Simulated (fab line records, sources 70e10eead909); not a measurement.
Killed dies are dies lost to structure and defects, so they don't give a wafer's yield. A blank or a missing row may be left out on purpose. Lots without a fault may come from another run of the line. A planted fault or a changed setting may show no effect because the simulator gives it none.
A struck lot beside a sound one | flow nand_harc | 14 steps out of a route of 1159
Sound: wafers L943.1, L943.2, L943.6. Struck: wafers L949.2, L949.4, L949.6. The cause comes at the end.
At each step with rows: each side's tool, then ch and its chambers, then its first start. Under that, the readings that differ: sound wafers | struck wafers | difference of the means | sigmas: that difference in standard deviations of wafers without a fault.
alike: readings whose means differ by less than 2 such deviations, and words and numbers that are the same on both sides. not compared: withheld readings, readings that some wafer has no value for, bounds like >300 that may hide the same value, and numbers for which the record gives no deviation and whose values overlap.
The two part at a step that has a row with sigmas, a row that says differs or no value, or rows on one side only. Numbers that don't overlap but have no deviation are shown without sigmas and don't part them. A reading that every wafer of one side lacks parts them only if that side has two wafers or more.

NHARC_A_BONDPAD_CD_MEAS_09: target cd 500 nm.
  sound on cd_sem-03 ch 0, day 20 21:27; struck on cd_sem-02 ch 0, day 22 08:30
  alike: cd_nm
NHARC_A_BONDPAD_OVL_MEAS_35:
  sound on overlay-01, day 20 21:32; struck on overlay-01, day 22 08:35
  reading           | sound       | struck | difference | sigmas
  overlay_y_nm (nm) | -10 -10 -10 | 6 6 6  | +16        | +2
  alike: overlay_x_nm
then, 1 step without rows for these wafers: NHARC_A_BONDPAD_HARDBAKE_10 (time 65 s).
NHARC_A_BONDPAD_DESCUM_11: chemistry O2, time 3 s.
  sound on rie_diel-01 ch 0,2, day 20 21:41; struck on rie_diel-13 ch 2,3, day 22 08:43
  alike: chamber_pressure_mTorr, drypump_motor_current_A, oes_product_au, rf_vpp_V, showerhead_plenum_p_Torr, throttle_valve_pct
  not compared: rf_hours_counter_h
NHARC_A_BONDPAD_ETCH_34: etches the open film in N2/H2, target depth 60 nm, overetch 18 nm, time 65.91 s.
  sound on rie_diel-01 ch 1,2,3, day 20 21:46; struck on rie_diel-13 ch 1,2, day 22 08:48
  alike: chamber_pressure_mTorr, drypump_motor_current_A, oes_product_au, rf_vpp_V, showerhead_plenum_p_Torr, throttle_valve_pct
  not compared: rf_hours_counter_h
then, 1 step without rows for these wafers: NHARC_A_BONDPAD_ETCH_12 (etches the open film in CHF3/O2, target depth 220 nm, time 110 s).
NHARC_A_BONDPAD_CD_MEAS_13:
  sound on cd_sem-03, day 20 21:59; struck on cd_sem-01, day 22 09:02
  alike: cd_nm
NHARC_A_BONDPAD_STRIP_15: strips in O2.
  sound on rie_diel-09 ch 0,2, day 20 22:04; struck on rie_diel-09 ch 0,2,3, day 22 09:08
  alike: chamber_pressure_mTorr, drypump_motor_current_A, oes_product_au, rf_vpp_V, showerhead_plenum_p_Torr, throttle_valve_pct
  not compared: rf_hours_counter_h
NHARC_A_BONDPAD_ETCH_24: etches the open film in CF4/N2, target depth 30 nm, time 72.99 s.
  sound on rie_diel-09 ch 0,2; struck on rie_diel-09 ch 0,2,3
  alike: chamber_pressure_mTorr, drypump_motor_current_A, oes_product_au, rf_vpp_V, showerhead_plenum_p_Torr, throttle_valve_pct
  not compared: rf_hours_counter_h
then, 1 step without rows for these wafers: NHARC_A_BONDPAD_STRIP_16 (strips in post etch residue remover, time 600 s).
NHARC_A_BONDPAD_DEGAS_25: time 60 s.
  sound on pvd_sputter-03, day 20 22:37; struck on pvd_sputter-03, day 22 09:42
  alike: heater_power_w
then, 1 step without rows for these wafers: NHARC_A_BONDPAD_PRE_CLEAN_26 (time 30 s).
NHARC_A_BONDPAD_PVD_17: deposits TaN, target thk 5 nm, time 8.06 s.
  sound on pvd_sputter-03, day 20 22:43; struck on pvd_sputter-03, day 22 09:57
  no value came back on the struck wafers for bias_v (V), cathode_dc_power_W (W), throttle_valve_pct (%); on the sound wafers bias_v (V) reads 171.5 166.9 168.8
then, 1 step without rows for these wafers: NHARC_A_BONDPAD_PVD_27 (deposits Cu, target thk 30 nm, time 20.49 s).

WHERE THEY PART
First at NHARC_A_BONDPAD_OVL_MEAS_35; last, within this record, at NHARC_A_BONDPAD_PVD_17.

WHY: what the simulator had put in
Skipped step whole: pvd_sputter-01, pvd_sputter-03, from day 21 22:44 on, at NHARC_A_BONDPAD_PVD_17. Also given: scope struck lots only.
